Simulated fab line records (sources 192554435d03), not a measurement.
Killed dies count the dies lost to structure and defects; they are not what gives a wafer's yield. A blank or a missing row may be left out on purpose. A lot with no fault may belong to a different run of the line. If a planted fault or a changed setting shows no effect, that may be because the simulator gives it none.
fab line records | flow n5_finfet
record lots=12 | wafers=33 | last_day=17
route steps=1938 shown HKMG_FIN@445 TV_OPEN@1888 PAD_METAL@1893 PASSIVATION@1936
lots that met no fault: taken from a fault-free run of the same line
start_h: the number of hours between the record's first day and the start of the first shown wafer of the lot | wait_h: time in hours since the lot's previous step | " as in the row above | L1.1+2: a row that stands for several wafers | - no value present, or no start provided | * or withheld: withheld | < > ~ a bound
route shown NAME@n: names a module that has steps shown in the file, with the first one's number in the route | usual: the fault-free wafers' mean and standard deviation | same: alike in all rows | chamber/n: place in a boat | sites: the reading at each site | _std_site: how widely they spread, as a standard deviation | _edge_site: inner sites' mean taken away from outer sites' mean | radius_mm: how far each site lies from the wafer's centre | mask NAME#n: copy n | behind: tool/chamber where the wafer was last shaped | hold: what put the lot on hold/how long, in hours/how the hold closed | device: which transistor (n, p or np) failed to switch | end of line: the tests these same wafers got at the end of their route | step lacking rows: just its recipe | killed: not the wafer's yield, but the dies lost to structure and defects at the first sort | map: the dies of a wafer, with x for killed, . for not killed, _ for no die there
set.NAME: setting as actually run; set.NAME@STEP: the setting as run at that earlier step | model.NAME: the simulator's own value behind a step, which no gauge read
one table for each step of the route and one row for each wafer, over a sample of lots
services: when a tool's chamber went out of use (start_h, in hours from the record's first day, below 0 if earlier), for how many hours, and the reason
## steps
# step N5_HKMG_FIN_STRIP_89
# recipe chemistry=N2/H2 | material=SOC | time_s=20 | power_w=500 | temp_c=40 | pressure_mtorr=50 | rf_frequency_hz=6e+07 | bias_power_w=8 | h2_frac=0.5 | n2_flow_sccm=300 | h2_flow_sccm=300
# usual drypump_motor_current_A=5.8/0.4 | oes_product_au=0.77/0.092 | rf_vpp_V=54.2/0.79 | showerhead_plenum_p_Torr=3.40/0.1 | throttle_valve_pct=19.1/0.31
lot.wafer | tool        | chamber | start_h | wait_h | drypump_motor_current_A | oes_product_au | rf_hours_counter_h | rf_vpp_V | showerhead_plenum_p_Torr | throttle_valve_pct
L447.1    | rie_diel-06 | 0       | 74.58   | 0.0    | 5.7                     | 0.77           | 93                 | 53.8     | 3.40                     | 18.9
L447.3    | "           | 1       | "       | "      | 6.2                     | 0.69           | 188                | 54.7     | 3.31                     | 19.0
L447.5    | "           | 1       | "       | "      | 6.1                     | 0.69           | -                  | 54.0     | 3.31                     | 18.9
L449.2    | rie_diel-05 | 1       | 91.54   | 0.0    | 5.2                     | 0.73           | 217                | 54.4     | 3.46                     | 19.3
L449.4    | "           | 3       | "       | "      | 5.6                     | 0.69           | 234                | 55.0     | 3.21                     | 19.7
L450.2    | rie_diel-05 | 3       | 96.79   | 0.0    | 5.6                     | 0.70           | 237                | 55.8     | 3.21                     | 19.7
L450.3    | "           | 1       | "       | "      | 5.2                     | 0.73           | 219                | 53.3     | 3.46                     | 19.3
L451.1    | rie_diel-06 | 3       | 103.68  | 0.0    | 5.8                     | 0.77           | 163                | 54.1     | 3.36                     | 19.3
L451.4    | "           | 1       | "       | "      | 6.2                     | 0.69           | -                  | 53.4     | 3.30                     | 19.0
L451.6    | "           | 3       | "       | "      | 5.8                     | 0.77           | -                  | 53.0     | 3.36                     | 19.3
L452.1    | rie_diel-06 | 0       | 107.15  | 0.0    | 5.7                     | 0.76           | 104                | 52.5     | 3.39                     | 18.9
L452.2    | "           | 1       | "       | "      | 6.1                     | 0.70           | 199                | 52.7     | 3.30                     | 19.0
L452.3    | "           | 3       | "       | "      | 5.8                     | 0.77           | 164                | 54.1     | 3.35                     | 19.3
L453.1    | rie_diel-06 | 0       | 112.41  | 0.0    | 5.7                     | 0.75           | 106                | 54.8     | 3.39                     | 18.9
L453.5    | "           | 0       | "       | "      | 5.7                     | 0.76           | -                  | 54.1     | 3.39                     | 18.9
L453.6    | "           | 3       | "       | "      | 5.8                     | 0.75           | -                  | 53.8     | 3.35                     | 19.3
L454.1    | rie_diel-05 | 0       | 120.84  | 0.0    | 6.1                     | 0.76           | 172                | 54.9     | 3.49                     | 18.6
L454.5    | "           | 0       | "       | "      | 6.1                     | 0.77           | -                  | 55.9     | 3.49                     | 18.6
L460.1    | rie_diel-06 | 3       | 154.74  | 0.0    | 5.8                     | 0.74           | 182                | 53.6     | 3.35                     | 19.3
L460.2    | "           | 1       | "       | "      | 6.1                     | 0.68           | 218                | 54.0     | 3.29                     | 19.0
L460.3    | "           | 0       | "       | "      | 5.7                     | 0.75           | 122                | 52.9     | 3.38                     | 19.0
L462.1    | rie_diel-06 | 0       | 166.53  | 0.0    | 5.7                     | 0.74           | 127                | 53.8     | 3.38                     | 19.0
L462.2    | "           | 2       | "       | "      | 6.1                     | 0.76           | 164                | 54.3     | 3.53                     | 19.0
L462.5    | "           | 3       | "       | "      | 5.8                     | 0.74           | -                  | 53.8     | 3.34                     | 19.3
L465.1    | rie_diel-05 | 3       | 183.18  | 0.0    | 5.6                     | 0.95           | 12                 | 56.4     | 3.60                     | 19.3
L465.2    | "           | 0       | "       | "      | 6.1                     | 0.75           | 194                | 55.3     | 3.48                     | 18.7
L465.3    | "           | 2       | "       | "      | 6.3                     | 0.85           | 100                | 54.6     | 3.53                     | 18.9
L468.1    | rie_diel-04 | 0       | 203.44  | 0.0    | 5.9                     | 0.95           | 22                 | 53.2     | 3.32                     | 19.1
L468.3    | "           | 1       | "       | "      | 5.1                     | 0.70           | 240                | 55.7     | 3.43                     | 19.2
L468.6    | "           | 0       | "       | "      | 5.9                     | 0.94           | -                  | 54.7     | 3.32                     | 19.1
L469.2    | rie_diel-04 | 0       | 211.04  | 0.0    | 5.9                     | 0.93           | 25                 | 54.4     | 3.32                     | 19.1
L469.3    | "           | 3       | "       | "      | 5.4                     | 0.92           | 14                 | 54.5     | 3.27                     | 18.3
L469.6    | "           | 1       | "       | "      | 5.1                     | 0.69           | -                  | 54.5     | 3.43                     | 19.2
# step N5_PASSIVATION_VIA_ETCH_13
# recipe chemistry=CHF3/O2 | target=SiO2 | target_depth_a=6600 | CHF3_flow_sccm=50 | O2_flow_sccm=5 | Ar_flow_sccm=200 | time_s=330 | mask_material=PR | pressure_mtorr=30 | source_w=650 | bias_w=170 | ion_energy_ev=200 | ends=cleared
# usual drypump_motor_current_A=5.8/0.35 | etch_rf_on_time_s=235/7 | oes_ar_750_au=0.77/0.098 | oes_o_777_au=0.78/0.1 | oes_product_au=0.69/0.09 | rf_vpp_V=525/18 | showerhead_plenum_p_Torr=2.39/0.077 | throttle_valve_pct=18.94/0.27
lot.wafer | tool        | chamber | start_h | wait_h | drypump_motor_current_A | etch_rf_on_time_s | oes_ar_750_au | oes_o_777_au | oes_product_au | rf_hours_counter_h | rf_vpp_V | showerhead_plenum_p_Torr | throttle_valve_pct
L447.1    | rie_diel-02 | 2       | 258.10  | 0.0    | 5.2                     | 228               | 0.69          | 0.71         | 0.61           | 223                | 529      | 2.36                     | 19.08
L447.3    | "           | 0       | "       | "      | 6.2                     | 239               | 0.72          | 0.68         | 0.63           | 222                | 499      | 2.41                     | 19.44
L447.5    | "           | 3       | "       | "      | 5.3                     | 241               | 0.79          | 0.78         | 0.70           | -                  | 526      | 2.42                     | 18.54
L449.2    | rie_diel-03 | 3       | 270.87  | 0.0    | 5.8                     | 231               | 0.72          | 0.73         | 0.65           | 217                | 492      | 2.28                     | 18.93
L449.4    | "           | 2       | "       | "      | 6.0                     | 232               | 0.97          | 0.99         | 0.85           | 16                 | 525      | 2.54                     | 18.83
L450.2    | rie_diel-03 | 1       | 279.39  | 0.0    | 6.3                     | 238               | 0.75          | 0.74         | 0.66           | 192                | 527      | 2.49                     | 19.24
L450.3    | "           | 0       | "       | "      | 5.7                     | 248               | 0.70          | 0.73         | 0.63           | 212                | 550      | 2.46                     | 18.86
L451.1    | rie_diel-01 | 1       | 283.33  | 0.0    | 5.5                     | 232               | 0.72          | 0.71         | 0.64           | 227                | 504      | 2.42                     | 19.32
L451.4    | "           | 3       | "       | "      | 5.4                     | 250               | 0.69          | 0.69         | 0.63           | -                  | 528      | 2.40                     | 19.04
L451.6    | "           | 2       | "       | "      | 6.3                     | 228               | 0.74          | 0.74         | 0.67           | -                  | 547      | 2.28                     | 18.81
L452.1    | rie_diel-01 | 3       | 289.71  | 0.0    | 5.5                     | 250               | 0.69          | 0.69         | 0.62           | 209                | 528      | 2.40                     | 19.05
L452.2    | "           | 2       | "       | "      | 6.3                     | 227               | 0.74          | 0.73         | 0.67           | 191                | 546      | 2.28                     | 18.80
L452.3    | "           | 1       | "       | "      | 5.5                     | 228               | 0.72          | 0.71         | 0.63           | 229                | 504      | 2.42                     | 19.32
L453.1    | rie_diel-03 | 2       | 294.21  | 0.0    | 6.0                     | 228               | 0.95          | 0.98         | 0.84           | 24                 | 525      | 2.53                     | 18.83
L453.5    | "           | 2       | "       | "      | 6.0                     | 228               | 0.95          | 0.97         | 0.84           | -                  | 525      | 2.53                     | 18.84
L453.6    | "           | 3       | "       | "      | 5.7                     | 234               | 0.72          | 0.73         | 0.64           | -                  | 492      | 2.28                     | 18.95
L454.1    | rie_diel-02 | 0       | 305.51  | 0.0    | 6.2                     | 241               | 0.71          | 0.67         | 0.63           | 239                | 500      | 2.40                     | 19.47
L454.5    | "           | 1       | "       | "      | 5.8                     | 233               | 0.86          | 0.85         | 0.78           | -                  | 532      | 2.35                     | 18.75
L460.1    | rie_diel-01 | 0       | 340.96  | 0.0    | 5.7                     | 216               | 0.92          | 0.95         | 0.87           | 13                 | 543      | 2.36                     | 18.36
L460.2    | "           | 2       | "       | "      | 6.3                     | 234               | 0.73          | 0.73         | 0.65           | 207                | 547      | 2.27                     | 18.84
L460.3    | "           | 3       | "       | "      | 5.4                     | 242               | 0.68          | 0.68         | 0.61           | 225                | 531      | 2.39                     | 19.07
L462.1    | rie_diel-01 | 3       | 345.64  | 0.0    | 5.4                     | 244               | 0.68          | 0.68         | 0.61           | 226                | 529      | 2.39                     | 19.07
L462.2    | "           | 2       | "       | "      | 6.2                     | 229               | 0.73          | 0.72         | 0.66           | 208                | 547      | 2.27                     | 18.83
L462.5    | "           | 1       | "       | "      | 5.5                     | 233               | 0.71          | 0.69         | 0.62           | -                  | 503      | 2.41                     | 19.38
L465.1    | rie_diel-03 | 1       | 367.55  | 0.0    | 6.2                     | 233               | 0.73          | 0.72         | 0.64           | 219                | 528      | 2.48                     | 19.28
L465.2    | "           | 2       | "       | "      | 6.0                     | 230               | 0.91          | 0.94         | 0.81           | 45                 | 526      | 2.53                     | 18.87
L465.3    | "           | 0       | "       | "      | 5.7                     | 243               | 0.68          | 0.72         | 0.62           | 239                | 549      | 2.45                     | 18.93
L468.1    | rie_diel-02 | 0       | 386.92  | 0.0    | 6.3                     | 230               | 0.99          | 0.93         | 0.88           | 6                  | 500      | 2.39                     | 18.97
L468.3    | "           | 1       | "       | "      | 5.8                     | 229               | 0.83          | 0.82         | 0.75           | 92                 | 531      | 2.34                     | 18.79
L468.6    | "           | 0       | "       | "      | 6.3                     | 234               | 0.98          | 0.93         | 0.88           | -                  | 499      | 2.39                     | 18.97
L469.2    | rie_diel-01 | 0       | 402.73  | 0.0    | 5.7                     | 222               | 0.88          | 0.91         | 0.81           | 34                 | 543      | 2.35                     | 18.40
L469.3    | "           | 1       | "       | "      | 5.5                     | 235               | 0.97          | 0.96         | 0.85           | 5                  | 502      | 2.41                     | 19.00
L469.6    | "           | 1       | "       | "      | 5.4                     | 236               | 0.97          | 0.96         | 0.85           | -                  | 503      | 2.41                     | 18.99
# step N5_PASSIVATION_DEGAS_18
# recipe ambient=vacuum | temp_c=300 | time_s=60
# usual heater_power_w=465/40
lot.wafer | tool           | chamber | start_h | wait_h | heater_power_w
L447.1    | pvd_sputter-02 | -       | 258.94  | 0.5    | 486
L447.3    | "              | -       | "       | "      | 392
L447.5    | "              | -       | "       | "      | 539
L449.2    | pvd_sputter-02 | -       | 272.73  | 1.5    | 398
L449.4    | "              | -       | "       | "      | 543
L450.2    | pvd_sputter-01 | -       | 280.21  | 0.4    | 521
L450.3    | "              | -       | "       | "      | 483
L451.1    | pvd_sputter-03 | -       | 283.96  | 0.2    | 453
L451.4    | "              | -       | "       | "      | 447
L451.6    | "              | -       | "       | "      | 450
L452.1    | pvd_sputter-01 | -       | 290.60  | 0.5    | 419
L452.2    | "              | -       | "       | "      | 504
L452.3    | "              | -       | "       | "      | 487
L453.1    | pvd_sputter-02 | -       | 294.85  | 0.3    | 534
L453.5    | "              | -       | "       | "      | 534
L453.6    | "              | -       | "       | "      | 488
L454.1    | pvd_sputter-03 | -       | 306.29  | 0.4    | 441
L454.5    | "              | -       | "       | "      | 472
L460.1    | pvd_sputter-02 | -       | 342.14  | 0.8    | 497
L460.2    | "              | -       | "       | "      | 455
L460.3    | "              | -       | "       | "      | 552
L462.1    | pvd_sputter-01 | -       | 346.16  | 0.1    | 427
L462.2    | "              | -       | "       | "      | 506
L462.5    | "              | -       | "       | "      | 415
L465.1    | pvd_sputter-01 | -       | 368.43  | 0.5    | 422
L465.2    | "              | -       | "       | "      | 514
L465.3    | "              | -       | "       | "      | 489
L468.1    | pvd_sputter-03 | -       | 387.52  | 0.2    | 440
L468.3    | "              | -       | "       | "      | 478
L468.6    | "              | -       | "       | "      | 471
L469.2    | pvd_sputter-02 | -       | 403.21  | 0.1    | 456
L469.3    | "              | -       | "       | "      | 489
L469.6    | "              | -       | "       | "      | 449
# step N5_PASSIVATION_PROBE_49
# usual defect_limited_yield=91.8/1.5 | killed_at_M0_to_M3=33/11 | killed_at_M4_up=13/5 | killed_at_contacts=11/5.6 | killed_at_front_end=36/12 | killed_at_other=3.4/2.5 | killed_dies=97/18 | killed_on_rim=12/4.2 | killed_open=64/13 | killed_short=31/6.9 | sort_bin_5_function=4.8/1 | sort_bin_6_memory=3.1/0.64 | sort_bin_8_speed=0.00/0.014 | sort_n_pass=1083/18 | sort_yield_pct=91.8/1.5
# same gross_dies=1180 | killed_at_back_side=0 | sort_bin_4_leakage[%]=0
lot.wafer | tool      | chamber | start_h | wait_h | defect_limited_yield[%] | killed_at_M0_to_M3 | killed_at_M4_up | killed_at_contacts | killed_at_front_end | killed_at_other | killed_dies | killed_on_rim | killed_open | killed_short | sort_bin_5_function[%] | sort_bin_6_memory[%] | sort_bin_8_speed[%] | sort_n_pass | sort_yield_pct[%]
L447.1    | prober-02 | -       | 266.92  | 0.0    | 93.1                    | 10                 | 18              | 12                 | 36                  | 5               | 81          | 9             | 49          | 31           | 4.2                    | 2.5                  | 0                   | 1099        | 93.1
L447.3    | prober-02 | -       | 267.02  | 0.1    | 91.7                    | 28                 | 21              | 23                 | 24                  | 2               | 98          | 12            | 70          | 28           | 5.3                    | 2.8                  | 0                   | 1082        | 91.7
L447.5    | prober-02 | -       | 267.12  | 0.2    | 91.5                    | 32                 | 17              | 12                 | 33                  | 6               | 100         | 14            | 67          | 32           | 5.0                    | 3.0                  | 0.08                | 1080        | 91.5
L451.1    | prober-01 | -       | 289.89  | 0.0    | 91.7                    | 37                 | 2               | 10                 | 46                  | 3               | 98          | 20            | 68          | 30           | 4.0                    | 4.1                  | 0                   | 1082        | 91.7
L451.4    | prober-01 | -       | 290.04  | 0.2    | 91.8                    | 27                 | 10              | 13                 | 45                  | 2               | 97          | 12            | 62          | 34           | 5.1                    | 2.8                  | 0                   | 1083        | 91.8
L451.6    | prober-01 | -       | 290.14  | 0.3    | 93.5                    | 24                 | 5               | 13                 | 33                  | 2               | 77          | 8             | 50          | 26           | 4.0                    | 2.5                  | 0                   | 1103        | 93.5
L452.1    | prober-01 | -       | 296.24  | 0.0    | 91.0                    | 43                 | 15              | 4                  | 36                  | 8               | 106         | 13            | 66          | 40           | 6.1                    | 2.4                  | 0                   | 1074        | 91.0
L452.2    | prober-01 | -       | 296.29  | 0.1    | 91.4                    | 57                 | 11              | 3                  | 25                  | 6               | 102         | 16            | 76          | 26           | 5.3                    | 3.1                  | 0                   | 1078        | 91.4
L452.3    | prober-01 | -       | 296.34  | 0.1    | 92.2                    | 37                 | 13              | 5                  | 36                  | 1               | 92          | 11            | 59          | 32           | 4.5                    | 3.1                  | 0                   | 1088        | 92.2
L453.1    | prober-02 | -       | 300.55  | 0.0    | 92.6                    | 16                 | 19              | 11                 | 36                  | 5               | 87          | 11            | 59          | 26           | 4.7                    | 2.5                  | 0                   | 1093        | 92.6
L453.5    | prober-02 | -       | 300.75  | 0.2    | 92.1                    | 22                 | 19              | 19                 | 28                  | 5               | 93          | 11            | 72          | 21           | 5.2                    | 2.5                  | 0                   | 1087        | 92.1
L453.6    | prober-02 | -       | 300.80  | 0.3    | 91.9                    | 25                 | 12              | 12                 | 41                  | 5               | 95          | 8             | 63          | 30           | 5.3                    | 2.7                  | 0                   | 1085        | 91.9
L460.1    | prober-02 | -       | 347.92  | 0.0    | 78.4                    | 26                 | 9               | 21                 | 197                 | 2               | 255         | 20            | 63          | 36           | 12.2                   | 3.7                  | 0                   | 925         | 78.4
L460.2    | prober-02 | -       | 347.97  | 0.1    | 78.4                    | 37                 | 19              | 17                 | 181                 | 1               | 255         | 21            | 77          | 33           | 13.2                   | 4.4                  | 0                   | 925         | 78.4
L460.3    | prober-02 | -       | 348.02  | 0.1    | 82.1                    | 31                 | 7               | 19                 | 149                 | 5               | 211         | 29            | 65          | 21           | 10.7                   | 3.9                  | 0                   | 969         | 82.1
L462.1    | prober-02 | -       | 352.65  | 0.0    | 79.6                    | 42                 | 14              | 11                 | 169                 | 5               | 241         | 31            | 74          | 41           | 12.0                   | 4.9                  | 0                   | 939         | 79.6
L462.2    | prober-02 | -       | 352.70  | 0.1    | 73.8                    | 47                 | 9               | 18                 | 234                 | 1               | 309         | 21            | 101         | 54           | 16.7                   | 4.9                  | 0                   | 871         | 73.8
L462.5    | prober-02 | -       | 352.85  | 0.2    | 78.6                    | 37                 | 15              | 0                  | 200                 | 1               | 253         | 20            | 57          | 40           | 13.1                   | 3.4                  | 0                   | 927         | 78.6
L465.1    | prober-01 | -       | 373.95  | 0.0    | 90.9                    | 35                 | 16              | 11                 | 42                  | 3               | 107         | 10            | 56          | 43           | 5.4                    | 3.0                  | 0                   | 1073        | 90.9
L465.2    | prober-01 | -       | 374.00  | 0.1    | 92.8                    | 36                 | 9               | 7                  | 31                  | 2               | 85          | 16            | 39          | 44           | 3.9                    | 3.0                  | 0                   | 1095        | 92.8
L465.3    | prober-01 | -       | 374.05  | 0.1    | 91.4                    | 35                 | 15              | 4                  | 46                  | 1               | 101         | 18            | 62          | 27           | 5.0                    | 2.5                  | 0                   | 1079        | 91.4
# killed by level:class
L447.1 FIN_SAQP:geometric_particle:open=14 FIN_SAQP:geometric_particle:short=11 BEOL_M4:geometric_particle:open=10 MOL_CONTACT_COAG:geometric_particle:open=9 MOL_CONTACT_COAG:geometric_particle:short=3 MIM_TOP:geometric_particle:short=3 STARTING-WAFER:geometric_particle:short=3 GATE_CUT:geometric_particle:short=2
L447.3 MOL_CONTACT_COAG:geometric_particle:open=18 BEOL_M0_SAQP:geometric_particle:short=10 BEOL_M4:geometric_particle:open=9 FIN_SAQP:geometric_particle:open=8 BEOL_M0_SAQP:geometric_particle:open=8 MOL_CONTACT_COAG:geometric_particle:short=5 STI_FIN_REVEAL:geometric_particle:open=3 BEOL_M1:geometric_particle:open=3
L447.5 FIN_SAQP:geometric_particle:open=12 MOL_CONTACT_COAG:geometric_particle:open=10 BEOL_M0_SAQP:geometric_particle:short=9 BEOL_M4:geometric_particle:open=9 BEOL_M0_SAQP:geometric_particle:open=8 STARTING-WAFER:geometric_particle:open=5 BEOL_M1:geometric_particle:open=4 BEOL_M3:geometric_particle:open=4
L451.1 FIN_SAQP:geometric_particle:open=15 BEOL_M1:geometric_particle:open=10 FIN_SAQP:geometric_particle:short=8 MOL_CONTACT_COAG:geometric_particle:open=8 BEOL_M3:geometric_particle:open=8 STI_FIN_REVEAL:geometric_particle:open=5 BEOL_M0_SAQP:geometric_particle:open=5 BEOL_M0_SAQP:geometric_particle:short=5
L451.4 MOL_CONTACT_COAG:geometric_particle:open=13 FIN_SAQP:geometric_particle:open=10 GATE_CUT:geometric_particle:short=8 STI_FIN_REVEAL:geometric_particle:open=6 BEOL_M0_SAQP:geometric_particle:short=6 BEOL_M0_SAQP:geometric_particle:open=6 BEOL_M2:geometric_particle:open=6 STARTING-WAFER:geometric_particle:short=5
L451.6 MOL_CONTACT_COAG:geometric_particle:open=11 BEOL_M0_SAQP:geometric_particle:short=8 FIN_SAQP:geometric_particle:short=7 FIN_SAQP:geometric_particle:open=6 BEOL_M0_SAQP:geometric_particle:open=6 GATE_CUT:geometric_particle:open=5 BEOL_M3:geometric_particle:open=4 STI_FIN_REVEAL:geometric_particle:open=3
L452.1 BEOL_M2:geometric_particle:open=12 BEOL_M4:geometric_particle:open=12 BEOL_M3:geometric_particle:open=9 FIN_SAQP:geometric_particle:open=8 BEOL_M0_SAQP:geometric_particle:short=7 BEOL_M1:geometric_particle:open=6 FIN_SAQP:geometric_particle:short=5 GATE_CUT:geometric_particle:short=4
L452.2 BEOL_M0_SAQP:geometric_particle:open=19 BEOL_M2:geometric_particle:open=14 BEOL_M3:geometric_particle:open=10 BEOL_M0_SAQP:geometric_particle:short=8 FIN_SAQP:geometric_particle:open=6 STARTING-WAFER:geometric_particle:short=4 FIN_SAQP:geometric_particle:short=3 STI_FIN_REVEAL:geometric_particle:open=3
L452.3 BEOL_M3:geometric_particle:open=11 BEOL_M0_SAQP:geometric_particle:short=8 STI_FIN_REVEAL:geometric_particle:open=7 BEOL_M0_SAQP:geometric_particle:open=6 FIN_SAQP:geometric_particle:open=5 STI_FIN_REVEAL:geometric_particle:short=5 MOL_CONTACT_COAG:geometric_particle:open=4 BEOL_M3:geometric_particle:short=4
L453.1 STI_FIN_REVEAL:geometric_particle:open=10 FIN_SAQP:geometric_particle:open=7 MOL_CONTACT_COAG:geometric_particle:open=7 BEOL_M4:geometric_particle:open=7 BEOL_M0_SAQP:geometric_particle:open=6 DUMMY_GATE:geometric_particle:open=4 BEOL_M0_SAQP:geometric_particle:short=4 MOL_CONTACT_COAG:geometric_particle:short=4
L453.5 MOL_CONTACT_COAG:geometric_particle:open=16 STI_FIN_REVEAL:geometric_particle:open=9 BEOL_M0_SAQP:geometric_particle:short=8 BEOL_M4:geometric_particle:open=7 BEOL_M2:geometric_particle:open=6 FIN_SAQP:geometric_particle:open=5 BEOL_M0_SAQP:geometric_particle:open=4 BEOL_M5:geometric_particle:open=4
L453.6 STI_FIN_REVEAL:geometric_particle:open=12 MOL_CONTACT_COAG:geometric_particle:open=9 GATE_CUT:geometric_particle:short=7 BEOL_M0_SAQP:geometric_particle:open=7 DUMMY_GATE:geometric_particle:open=6 BEOL_M2:geometric_particle:open=6 FIN_SAQP:geometric_particle:open=4 BEOL_M0_SAQP:geometric_particle:short=4
L460.1 HKMG_FIN:unspecified=152 BEOL_M0_SAQP:geometric_particle:open=13 MOL_CONTACT_COAG:geometric_particle:short=10 MOL_CONTACT_COAG:geometric_particle:open=10 DUMMY_GATE:geometric_particle:open=6 GATE_CUT:geometric_particle:short=6 BEOL_M0_SAQP:geometric_particle:short=6 BEOL_M1:geometric_particle:open=5
L460.2 HKMG_FIN:unspecified=145 MOL_CONTACT_COAG:geometric_particle:open=14 FIN_SAQP:geometric_particle:open=9 DUMMY_GATE:geometric_particle:open=8 BEOL_M0_SAQP:geometric_particle:open=8 BEOL_M0_SAQP:geometric_particle:short=6 BEOL_M2:geometric_particle:open=6 BEOL_M3:geometric_particle:open=6
L460.3 HKMG_FIN:unspecified=123 MOL_CONTACT_COAG:geometric_particle:open=14 BEOL_M0_SAQP:geometric_particle:short=9 BEOL_M0_SAQP:geometric_particle:open=8 DUMMY_GATE:geometric_particle:open=7 BEOL_M1:geometric_particle:open=6 BEOL_M2:geometric_particle:open=6 STARTING-WAFER:geometric_particle:open=5
L462.1 HKMG_FIN:unspecified=123 FIN_SAQP:geometric_particle:open=14 BEOL_M0_SAQP:geometric_particle:open=14 BEOL_M0_SAQP:geometric_particle:short=14 MOL_CONTACT_COAG:geometric_particle:open=9 STI_FIN_REVEAL:geometric_particle:open=5 DUMMY_GATE:geometric_particle:open=5 BEOL_M4:geometric_particle:open=5
L462.2 HKMG_FIN:unspecified=153 FIN_SAQP:geometric_particle:open=26 FIN_SAQP:geometric_particle:short=15 STI_FIN_REVEAL:geometric_particle:open=12 MOL_CONTACT_COAG:geometric_particle:open=12 GATE_CUT:geometric_particle:open=12 BEOL_M0_SAQP:geometric_particle:short=12 BEOL_M0_SAQP:geometric_particle:open=7
L462.5 HKMG_FIN:unspecified=152 FIN_SAQP:geometric_particle:open=9 BEOL_M0_SAQP:geometric_particle:short=9 FIN_SAQP:geometric_particle:short=8 BEOL_M1:geometric_particle:open=8 BEOL_M3:geometric_particle:open=7 GATE_CUT:geometric_particle:short=5 GATE_CUT:geometric_particle:open=5
L465.1 FIN_SAQP:geometric_particle:short=11 BEOL_M2:geometric_particle:open=9 MOL_CONTACT_COAG:geometric_particle:open=7 BEOL_M0_SAQP:geometric_particle:open=7 BEOL_M0_SAQP:geometric_particle:short=6 HKMG_FIN:area_etch=5 FIN_SAQP:geometric_particle:open=4 STI_FIN_REVEAL:geometric_particle:open=4
L465.2 BEOL_M0_SAQP:geometric_particle:short=12 BEOL_M2:geometric_particle:open=6 FIN_SAQP:geometric_particle:short=5 STI_FIN_REVEAL:geometric_particle:open=4 GATE_CUT:geometric_particle:short=4 MOL_CONTACT_COAG:geometric_particle:open=4 BEOL_M1:geometric_particle:open=4 FIN_SAQP:geometric_particle:open=3
L465.3 BEOL_M0_SAQP:geometric_particle:open=10 FIN_SAQP:geometric_particle:short=10 BEOL_M2:geometric_particle:open=9 HKMG_FIN:area_etch=9 GATE_CUT:geometric_particle:short=6 BEOL_M4:geometric_particle:open=6 STI_FIN_REVEAL:geometric_particle:open=5 ILD0:geometric_particle:open=5
## services
tool           | chamber | start_h | hours | kind
rie_diel-01    | 2       | 53.35   | 6.5   | repair
rie_diel-04    | 0       | 55.45   | 12.6  | repair
rie_diel-06    | 1       | 80.31   | 8.1   | repair
rie_diel-06    | 0       | 81.71   | 7.0   | repair
rie_diel-06    | 3       | 86.99   | 2.4   | repair
pvd_sputter-02 | -       | 88.47   | 0.6   | repair
rie_diel-06    | 2       | 88.53   | 27.7  | repair
rie_diel-01    | 2       | 96.68   | 7.6   | repair
pvd_sputter-02 | -       | 121.61  | 1.8   | repair
rie_diel-01    | 0       | 137.19  | 2.4   | repair
rie_diel-01    | 3       | 176.74  | 8.3   | repair
rie_diel-06    | 0       | 207.22  | 4.4   | repair
rie_diel-04    | 2       | 217.90  | 5.7   | repair
rie_diel-05    | 0       | 230.90  | 5.1   | repair
rie_diel-03    | -       | 234.90  | 15.6  | pm
rie_diel-06    | 3       | 245.02  | 16.7  | repair
pvd_sputter-01 | -       | 252.79  | 1.5   | repair
rie_diel-01    | -       | 300.50  | 2.8   | pm
rie_diel-06    | 2       | 302.78  | 3.3   | repair
rie_diel-04    | 3       | 307.04  | 5.2   | repair
rie_diel-05    | 2       | 336.31  | 4.8   | repair
rie_diel-05    | 0       | 379.50  | 2.6   | repair
pvd_sputter-02 | -       | 382.78  | 4.8   | repair
rie_diel-06    | -       | 388.03  | 0.2   | repair
## key
first_sign step=N5_PASSIVATION_PROBE_49 | reading=killed_at_front_end | direction=up | sigmas=13 | usual=36 | struck=188
effect step=N5_PASSIVATION_PROBE_49 | reading=defect_limited_yield | direction=down | sigmas=8.8 | usual=91.8 | struck=78.5
more_kills_born_at N5_HKMG_FIN_STRIP_89@rie_diel-06=848
met_at N5_HKMG_FIN_STRIP_89
struck_lots L460,L462
not_acting_at N5_PASSIVATION_VIA_ETCH_13,N5_PASSIVATION_DEGAS_18
onset_between 112.41 154.74
fault kind=chamber_particle_source | tool=rie_diel-06 | chamber=- | onset_h=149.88 | steps=N5_HKMG_FIN_STRIP_89 | rate_per_visit_cm2=2.1038 | end_h=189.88
